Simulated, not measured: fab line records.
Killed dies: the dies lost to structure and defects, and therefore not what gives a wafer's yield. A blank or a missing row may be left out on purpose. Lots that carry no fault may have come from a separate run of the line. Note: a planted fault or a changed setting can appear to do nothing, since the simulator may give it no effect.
One fault seen from 3 desks | flow n5Finfet | numbers are kept per desk, each desk with only its own; the story behind them comes last

DESK OF THE TOOL OWNER: cmp-01
The tool's own readings at N5_BEOL_M10_CMP_52 (polishes, stops on SiCOH lowk, t overpolish 7 s, target thk 140 nm): means of the sampled wafers that have a number, for each lot that ran on this tool. Any lot whose mean is over 4 standard deviations away from the usual mean is out of limits and marked OUT; that distance is given in the brackets.
Columns: A = barrierFieldEndpointS at N5_BEOL_M10_CMP_52, usual 28.7 s; B = motorCurrentA at N5_BEOL_M10_CMP_52, usual 6.0 A; C = overpolishRunS at N5_BEOL_M10_CMP_52, usual 7.000 s; D = timeToEndpointS at N5_BEOL_M10_CMP_52, usual 67 s
lot  | first seen here | A    | B   | C     | D
L827 | day 12 08:11    | 28.7 | 5.8 | 6.997 | 65
L826 | day 12 13:25    | 29.4 | 5.9 | 6.999 | 66
L841 | day 16 16:39    | 29.4 | 5.6 | 7.006 | 66
Result from this desk: across the 3 lots, nothing is out of limits.

THE DEFECT DESK
Lot by lot, what the route's inspections counted, given as the mean of those sampled wafers with a number. Any lot whose mean is over 4 standard deviations away from the usual mean is out of limits and marked OUT; that distance is given in the brackets.
Columns: A = rawDefectCount at N5_BEOL_M10_INSPECT_58, usual 69
lot  | first seen here | A
L821 | day 11 08:24    | 71
L827 | day 12 08:34    | 171 (+4.2) OUT
L826 | day 12 13:50    | 137
L839 | day 15 20:09    | 103
L840 | day 16 12:31    | 83
L841 | day 16 17:07    | 39
This desk's verdict: out of limits on L827, starting with L827 at day 12 08:34 (rawDefectCount at N5_BEOL_M10_INSPECT_58). L821, L826, L839, L840, L841: within limits.

METROLOGY DESK
What the gauges read for every lot (on any tool): the sampled wafers with a number, averaged. Any lot whose mean is over 4 standard deviations away from the usual mean is out of limits and marked OUT; that distance is given in the brackets.
Columns: A = cdNm at N5_BEOL_M10_CD_MEAS_35, usual 70.0 nm
lot  | first seen here | A
L821 | day 11 05:59    | 69.5
L827 | day 12 04:07    | 70.5
L826 | day 12 11:12    | 69.9
L839 | day 15 17:41    | 70.4
L840 | day 16 10:07    | 70.3
L841 | day 16 14:35    | 68.9
Result from this desk: across the 6 lots, nothing is out of limits.

BROUGHT TOGETHER
The defect desk could have raised an alarm at day 12 08:34, on L827.
The desk of the tool owner found nothing out of limits.
From the metrology desk's view, nothing was out of limits.
On record at the tool owner's desk: L827, within its limits.
The metrology desk has L827 on record, within its limits.
On cmp-01, each named lot ran N5_BEOL_M10_CMP_52.

WHAT THE SIMULATOR HAD PUT IN
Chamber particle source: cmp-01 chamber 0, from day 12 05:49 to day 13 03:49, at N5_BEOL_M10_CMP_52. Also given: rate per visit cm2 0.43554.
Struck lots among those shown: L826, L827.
Hours from the fault's start to each desk's first reading out of limits: the defect desk, 3.
